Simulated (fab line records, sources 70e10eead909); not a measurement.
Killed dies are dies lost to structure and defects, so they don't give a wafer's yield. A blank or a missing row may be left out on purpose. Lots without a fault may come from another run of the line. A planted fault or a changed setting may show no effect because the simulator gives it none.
Chamber matching | flow nand_harc | NHARC_A_STAIRCASE_DESCUM_168 on rie_diel-10: 4 sister chambers
The step chemistry O2, time 3 s. 18 wafers are shown with their chamber, then 9 later ones without.

WAFERS WITH THEIR CHAMBER
wafer  | chamber | showerhead_plenum_p_Torr (Torr) | drypump_motor_current_A (A) | rf_vpp_V (V)
L075.1 | 1       | 1.96                            | 6.4                         | 56.3
L075.3 | 3       | 1.85                            | 5.8                         | 57.3
L075.6 | 3       | 1.86                            | 5.9                         | 58.1
L079.2 | 3       | 1.85                            | 5.8                         | 58.3
L079.5 | 2       | 2.02                            | 5.8                         | 58.7
L079.6 | 3       | 1.85                            | 5.9                         | 57.6
L080.1 | 3       | 1.85                            | 5.9                         | 57.5
L080.4 | 0       | 1.93                            | 5.0                         | 57.9
L080.6 | 1       | 1.96                            | 6.5                         | 58.4
L081.1 | 1       | 1.96                            | 6.4                         | 56.7
L081.3 | 2       | 2.02                            | 5.8                         | 59.7
L081.6 | 3       | 1.85                            | 5.9                         | 57.2
L082.1 | 0       | 1.93                            | 5.0                         | 56.3
L082.2 | 2       | 2.02                            | 5.8                         | 59.8
L082.4 | 3       | 1.85                            | 5.9                         | 56.8
L083.1 | 3       | 1.85                            | 5.9                         | 58.9
L083.5 | 1       | 1.96                            | 6.4                         | 57.8
L083.6 | 2       | 2.02                            | 5.8                         | 58.8

SIGNATURES (means of the wafers above)
reading                  | chamber 0 | chamber 1 | chamber 2 | chamber 3 | scatter within a chamber
showerhead_plenum_p_Torr | 1.9300    | 1.9600    | 2.0200    | 1.8513    | 0.0025
drypump_motor_current_A  | 5.000     | 6.425     | 5.800     | 5.875     | 0.0401
rf_vpp_V                 | 57.100    | 57.300    | 59.250    | 57.712    | 0.772
Rule: a wafer's distance from a chamber is the root of the sum, over the readings, of the square of ((its reading less the chamber's mean) divided by the reading's scatter). The wafer belongs to the nearest chamber; if the next one is less than 2 further off, it can't be placed. The scatter: the root of (the sum of the squares of (reading less its chamber's mean) over the shown wafers, divided by (wafers less chambers)).

WAFERS WITHOUT THEIR CHAMBER
wafer  | showerhead_plenum_p_Torr (Torr) | drypump_motor_current_A (A) | rf_vpp_V (V)
L093.1 | 1.83                            | 5.9                         | 55.8
L093.5 | 1.94                            | 6.4                         | 58.6
L093.6 | 1.92                            | 5.0                         | 58.6
L096.1 | 1.83                            | 5.8                         | 56.7
L096.3 | 1.94                            | 6.4                         | 57.8
L096.6 | 1.83                            | 5.9                         | 56.5
L097.1 | 1.91                            | 5.0                         | 57.8
L097.2 | 1.94                            | 6.4                         | 58.5
L097.4 | 2.00                            | 5.8                         | 57.6

WHICH CHAMBER EACH WENT THROUGH
wafer  | from the rows above | in truth
L093.1 | 3                   | 3
L093.5 | 1                   | 1
L093.6 | 0                   | 0
L096.1 | 3                   | 3
L096.3 | 1                   | 1
L096.6 | 3                   | 3
L097.1 | 0                   | 0
L097.2 | 1                   | 1
L097.4 | 2                   | 2
Placed correctly: 9 of 9. Can't be placed from these rows: 0. Placed wrongly: 0.
